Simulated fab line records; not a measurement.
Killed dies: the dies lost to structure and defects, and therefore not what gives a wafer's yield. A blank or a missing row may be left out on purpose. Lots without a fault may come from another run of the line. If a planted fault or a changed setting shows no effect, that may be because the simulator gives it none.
The same fault as seen by 2 desks ; flow n5-finfet ; numbers are kept per desk, each desk with only its own; the story behind them comes last

THE METROLOGY DESK
Lot by lot, what the gauges showed, no matter which tool ran the lot: averages of those sampled wafers that carry a number. Marked OUT: a lot whose mean sits more than 4 standard deviations from the usual mean, which makes it out of limits; the brackets give that distance.
Columns: A = cd-nm at N5_BEOL_M15_CD_MEAS_10, usual 359.7 nm
lot;first seen here;A
L207;day 12 07:35;360.7
L210;day 14 10:29;359.7
L209;day 14 16:21;357.8
L217;day 16 23:49;357.1
L219;day 17 03:38;359.7
L208;day 17 12:43;360.2
L223;day 18 12:29;352.7
L220;day 18 18:34;350.3 (-4.7) OUT
L228;day 19 03:00;358.4
L226;day 19 07:19;358.5
L229;day 19 09:55;360.0
This desk's finding: out of limits on L220; first on L220, day 18 18:34 (cd-nm at N5_BEOL_M15_CD_MEAS_10). In limits: L207, L210, L209, L217, L219, L208, L223, L228, L226, L229.

DESK OF THE TOOL OWNER: krf-scanner-01
The tool's own readings at N5_BEOL_M15_EXPOSE_07 (exposes mask V14): means of the sampled wafers that have a number, for each lot that ran on this tool. Marked OUT: a lot whose mean sits more than 4 standard deviations from the usual mean, which makes it out of limits; the brackets give that distance.
Columns: A = exposure-dose-mJ-cm2 at N5_BEOL_M15_EXPOSE_07, usual 41.24; B = reticle-temp-C at N5_BEOL_M15_EXPOSE_07, usual 23.03 C
lot;first seen here;A;B
L210;day 14 10:19;41.21;23.08
L209;day 14 16:11;41.25;23.10
L219;day 17 03:28;41.21;23.05
L223;day 18 12:19;38.94 (-50) OUT;23.01
L220;day 18 18:24;39.44 (-39) OUT;22.96
This desk's finding: out of limits on L220, L223; first on L223, day 18 12:19 (exposure-dose-mJ-cm2 at N5_BEOL_M15_EXPOSE_07). In limits: L210, L209, L219.

PUT TOGETHER
The tool owner's desk had the chance to raise an alarm at day 18 12:19 on L220, L223.
Metrology desk: alarm possible at day 18 18:34 on L220.
The metrology desk has L223 on record, within its limits.
Of the lots named, all ran N5_BEOL_M15_EXPOSE_07 on krf-scanner-01.

WHAT THE SIMULATOR HAD INSERTED
Process parameter drift: krf-scanner-01, from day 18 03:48 on, at N5_BEOL_M15_EXPOSE_07. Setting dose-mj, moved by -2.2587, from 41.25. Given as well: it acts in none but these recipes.
Lots struck among those shown: L220, L223.
Hours from the fault's start to each desk's first reading out of limits: the tool owner's desk, 9; the metrology desk, 15.
